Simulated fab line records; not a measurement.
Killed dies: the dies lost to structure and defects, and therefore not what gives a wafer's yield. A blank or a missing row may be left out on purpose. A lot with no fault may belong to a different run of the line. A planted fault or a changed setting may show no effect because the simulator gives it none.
Matching of chambers || flow n5 finfet || thermal cvd si-02 running N5_HKMG_FIN_CVD_62: 3 sister chambers
The step deposits a-Si from Si2H6, target thk 3 nm, time 20.8 s. 14 wafers are shown with their chamber, then 7 later ones without.

## WAFERS, EACH WITH ITS CHAMBER
{"wafer": "L189.1", "chamber": 1, "heater power w (W)": 1278}
{"wafer": "L189.4", "chamber": 1, "heater power w (W)": 1264}
{"wafer": "L189.6", "chamber": 2, "heater power w (W)": 1258}
{"wafer": "L191.2", "chamber": 1, "heater power w (W)": 1298}
{"wafer": "L191.4", "chamber": 0, "heater power w (W)": 1186}
{"wafer": "L191.6", "chamber": 0, "heater power w (W)": 1209}
{"wafer": "L193.2", "chamber": 2, "heater power w (W)": 1274}
{"wafer": "L193.4", "chamber": 2, "heater power w (W)": 1270}
{"wafer": "L193.5", "chamber": 0, "heater power w (W)": 1238}
{"wafer": "L195.2", "chamber": 1, "heater power w (W)": 1255}
{"wafer": "L195.4", "chamber": 1, "heater power w (W)": 1309}
{"wafer": "L195.5", "chamber": 1, "heater power w (W)": 1281}
{"wafer": "L197.3", "chamber": 0, "heater power w (W)": 1184}
{"wafer": "L197.4", "chamber": 0, "heater power w (W)": 1198}

SIGNATURES (averages over the wafers above)
{"reading": "heater power w", "chamber 0": 1203.00, "chamber 1": 1280.83, "chamber 2": 1267.33, "scatter within a chamber": 19.4}
Rule: a wafer's distance from a chamber is the root of the sum, over the readings, of the square of ((its reading less the chamber's mean) divided by the reading's scatter). The wafer belongs to the nearest chamber; if the next one is less than 2 further off, it can't be placed. The scatter: the root of (the sum of the squares of (reading less its chamber's mean) over the shown wafers, divided by (wafers less chambers)).

## WAFERS WHOSE CHAMBER IS MISSING
{"wafer": "L197.6", "heater power w (W)": 1241}
{"wafer": "L201.2", "heater power w (W)": 1266}
{"wafer": "L201.4", "heater power w (W)": 1303}
{"wafer": "L203.2", "heater power w (W)": 1267}
{"wafer": "L203.5", "heater power w (W)": 1260}
{"wafer": "L205.1", "heater power w (W)": 1272}
{"wafer": "L205.4", "heater power w (W)": 1267}

## EACH ONE'S CHAMBER
{"wafer": "L197.6", "from the rows above": "can't be placed: 2 or 0 or 1", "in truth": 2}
{"wafer": "L201.2", "from the rows above": "can't be placed: 2 or 1", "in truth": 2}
{"wafer": "L201.4", "from the rows above": "can't be placed: 1 or 2", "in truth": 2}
{"wafer": "L203.2", "from the rows above": "can't be placed: 2 or 1", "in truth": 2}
{"wafer": "L203.5", "from the rows above": "can't be placed: 2 or 1", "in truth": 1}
{"wafer": "L205.1", "from the rows above": "can't be placed: 2 or 1", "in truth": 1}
{"wafer": "L205.4", "from the rows above": "can't be placed: 2 or 1", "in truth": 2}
0 of 7 placed correctly. Unplaceable from these rows: 7, with the true chamber sitting among the candidates in 7. Placed wrongly: 0.
